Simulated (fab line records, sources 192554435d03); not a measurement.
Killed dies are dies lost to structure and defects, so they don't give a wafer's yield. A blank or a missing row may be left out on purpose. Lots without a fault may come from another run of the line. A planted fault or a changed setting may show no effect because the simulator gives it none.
Chamber matching | flow n5_finfet | N5_BEOL_M13_ETCH_59 on rie_diel-02: 4 sister chambers
The step etches BARC in N2/H2, target depth 89 nm, overetch 26.7 nm, time 67.9 s. 8 wafers are shown with their chamber, then 12 later ones without.

WAFERS WITH THEIR CHAMBER
wafer  | chamber | drypump_motor_current_A (A) | throttle_valve_pct (%)
L082.1 | 2       | 5.5                         | 18.03
L082.4 | 3       | 5.1                         | 17.70
L082.5 | 2       | 5.5                         | 18.02
L084.3 | 0       | 5.5                         | 18.11
L084.6 | 1       | 6.1                         | 18.27
L085.1 | 1       | 6.1                         | 18.27
L085.4 | 3       | 5.2                         | 17.71
L085.5 | 0       | 5.5                         | 18.12

WAFERS WITHOUT THEIR CHAMBER
wafer  | drypump_motor_current_A (A) | throttle_valve_pct (%)
L089.2 | 5.5                         | 18.15
L089.3 | 5.2                         | 17.71
L089.4 | 6.1                         | 18.29
L090.1 | 6.1                         | 18.26
L090.3 | 5.2                         | 17.72
L090.4 | 5.5                         | 18.04
L093.1 | 5.2                         | 17.74
L093.4 | 5.2                         | 17.75
L093.5 | 5.5                         | 18.16
L096.3 | 5.5                         | 18.18
L096.4 | 5.2                         | 17.77
L096.5 | 5.2                         | 17.76

WHICH CHAMBER EACH WENT THROUGH
wafer  | from the rows above | in truth
L089.2 | 0                   | 0
L089.3 | 3                   | 3
L089.4 | 1                   | 1
L090.1 | 1                   | 1
L090.3 | 3                   | 3
L090.4 | 2                   | 2
L093.1 | 3                   | 3
L093.4 | 3                   | 3
L093.5 | 0                   | 0
L096.3 | 0                   | 0
L096.4 | 3                   | 3
L096.5 | 3                   | 3
Placed correctly: 12 of 12. Can't be placed from these rows: 0. Placed wrongly: 0.
How it was worked out, from the rows above alone: a wafer's distance from a chamber is the root of the sum, over the readings, of the square of ((its reading less the chamber's mean) divided by the reading's scatter). The wafer belongs to the nearest chamber; if the next one is less than 2 further off, it can't be placed. A chamber's mean is the mean of its shown wafers. The scatter: the root of (the sum of the squares of (reading less its chamber's mean) over the shown wafers, divided by (wafers less chambers)).
